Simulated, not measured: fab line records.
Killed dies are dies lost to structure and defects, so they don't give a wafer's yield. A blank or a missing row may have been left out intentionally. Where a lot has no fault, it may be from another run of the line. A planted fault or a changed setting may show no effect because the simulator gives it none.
Which tool is to blame? | flow nand_harc | 6 lots, 18 wafers sampled, at 5 steps of a route of 1302

== WHAT EACH GAUGE READ, for each wafer ==
NHARC_END_SORT_01.
lot  | measured     | on        | killed_at_array
L499 | day 29 15:53 | prober-01 | 52 65

== TOOL THAT RAN EACH LOT (tool first, then ch and the chambers of the sampled wafers, then the start) ==
lot  | NHARC_A_WL_FILL_CMP_12        | NHARC_A_CONTACT_ETCH_49            | NHARC_A_CONTACT_ETCH_120             | NHARC_A_CONTACT_ETCH_122
L490 | cmp-02 ch 2,3, day 22 08:40   | rie_diel-11 ch 1,2,3, day 22 15:11 | har_cap_etch-02 ch 0,1, day 22 18:23 | har_cap_etch-02 ch 0,1, day 22 18:44
L493 | cmp-04 ch 0,1,3, day 23 17:01 | rie_diel-13 ch 2,3, day 23 23:40   | har_cap_etch-01 ch 0,1, day 24 03:20 | har_cap_etch-01 ch 0,1, day 24 03:41
L499 | cmp-02 ch 0,3, day 26 00:05   | rie_diel-11 ch 0,1,3, day 26 07:31 | har_cap_etch-01 ch 0,1, day 26 10:40 | har_cap_etch-01 ch 0,1, day 26 11:00
L507 | cmp-02 ch 0,1,3, day 29 04:53 | rie_diel-04 ch 0,2,3, day 29 11:14 | har_cap_etch-01 ch 0,1, day 29 14:24 | har_cap_etch-01 ch 0,1, day 29 14:44
L508 | cmp-04 ch 0,1,2, day 29 16:36 | rie_diel-11 ch 0,2,3, day 29 23:07 | har_cap_etch-02 ch 0,1, day 30 02:40 | har_cap_etch-02 ch 0,1, day 30 03:00
L510 | cmp-04 ch 1,3, day 30 14:04   | rie_diel-11 ch 2,3, day 30 20:52   | har_cap_etch-03 ch 0,1, day 31 00:08 | har_cap_etch-03 ch 0,1, day 31 00:29
- NHARC_A_WL_FILL_CMP_12: polishes, t overpolish 30 s, target thk 100 nm.
- NHARC_A_CONTACT_ETCH_49: etches the open film in N2/H2, target depth 260 nm, time 475.3 s.
- NHARC_A_CONTACT_ETCH_120: etches the open film in C4F8/O2/Ar, time 190 s, target depth 1850 nm.
- NHARC_A_CONTACT_ETCH_122: etches the open film in C4F8/O2/Ar, time 190 s, target depth 1850 nm.

== THE ANSWER, worked out from the rows above alone ==
Rule: the usual values come from the lots themselves. Put in order of their means at a reading, lots are off if they are a third of the lots or fewer, leave a main group of 4 or more, and stand apart from it by a gap of 3 or more times the standard deviation of the main group's means; of several such gaps the widest counts. If all means in a main group match to the digits the tables above print for the reading, that group is not used. Also off: a lot with no number at a reading for which 4 or more lots have one. All remaining lots with rows at the step are treated as sound.
None of the lots is off at any reading shown; this tells nothing.

== WHAT THE SIMULATOR HAD PUT IN ==
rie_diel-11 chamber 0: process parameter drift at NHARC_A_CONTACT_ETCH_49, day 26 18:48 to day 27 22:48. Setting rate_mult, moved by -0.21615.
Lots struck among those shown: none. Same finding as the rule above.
